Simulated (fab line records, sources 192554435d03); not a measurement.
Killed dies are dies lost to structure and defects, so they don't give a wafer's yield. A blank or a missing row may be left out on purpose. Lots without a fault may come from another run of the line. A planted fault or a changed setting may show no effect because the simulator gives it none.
Chamber matching | flow n5_finfet | N5_BEOL_M2_ILD_DEP_00 on pecvd-01: 3 sister chambers
The step deposits SiOC from DEMS/O2, target thk 79 nm, time 15.3 s. 16 wafers are shown with their chamber, then 8 later ones without.

WAFERS WITH THEIR CHAMBER
wafer  | chamber | throttle_valve_pct (%) | showerhead_vpp_V (V) | showerhead_plenum_p_Torr (Torr)
L074.4 | 2       | 12.2                   | 1424                 | 5.712
L074.5 | 1       | 12.2                   | 1309                 | 5.688
L074.6 | 0       | 13.2                   | 1419                 | 5.719
L076.1 | 1       | 12.0                   | 1293                 | 5.702
L076.3 | 0       | 13.5                   | 1407                 | 5.728
L076.4 | 2       | 12.3                   | 1441                 | 5.707
L077.2 | 1       | 12.4                   | 1269                 | 5.682
L077.4 | 0       | 13.7                   | 1410                 | 5.721
L077.5 | 2       | 12.4                   | 1455                 | 5.707
L079.2 | 0       | 13.4                   | 1431                 | 5.730
L079.3 | 2       | 12.4                   | 1431                 | 5.694
L079.5 | 0       | 13.3                   | 1369                 | 5.742
L081.2 | 0       | 13.5                   | 1403                 | 5.715
L081.3 | 2       | 12.4                   | 1407                 | 5.714
L081.5 | 0       | 13.5                   | 1365                 | 5.731
L085.2 | 1       | 11.9                   | 1288                 | 5.685

SIGNATURES (means of the wafers above)
reading                  | chamber 0 | chamber 1 | chamber 2 | scatter within a chamber
throttle_valve_pct       | 13.443    | 12.125    | 12.340    | 0.161
showerhead_vpp_V         | 1400.57   | 1289.75   | 1431.60   | 21.1
showerhead_plenum_p_Torr | 5.72657   | 5.68925   | 5.70680   | 0.00864
Rule: a wafer's distance from a chamber is the root of the sum, over the readings, of the square of ((its reading less the chamber's mean) divided by the reading's scatter). The wafer belongs to the nearest chamber; if the next one is less than 2 further off, it can't be placed. The scatter: the root of (the sum of the squares of (reading less its chamber's mean) over the shown wafers, divided by (wafers less chambers)).

WAFERS WITHOUT THEIR CHAMBER
wafer  | throttle_valve_pct (%) | showerhead_vpp_V (V) | showerhead_plenum_p_Torr (Torr)
L085.5 | 12.5                   | 1436                 | 5.715
L085.6 | 12.3                   | 1295                 | 5.713
L089.1 | 13.5                   | 1399                 | 5.738
L089.2 | 12.1                   | 1284                 | 5.696
L089.3 | 11.9                   | 1272                 | 5.687
L089.4 | 13.6                   | 1390                 | 5.727
L089.5 | 13.8                   | 1411                 | 5.708
L089.6 | 12.3                   | 1278                 | 5.687

WHICH CHAMBER EACH WENT THROUGH
wafer  | from the rows above | in truth
L085.5 | 2                   | 2
L085.6 | 1                   | 1
L089.1 | 0                   | 0
L089.2 | 1                   | 1
L089.3 | 1                   | 1
L089.4 | 0                   | 0
L089.5 | 0                   | 0
L089.6 | 1                   | 1
Placed correctly: 8 of 8. Can't be placed from these rows: 0. Placed wrongly: 0.
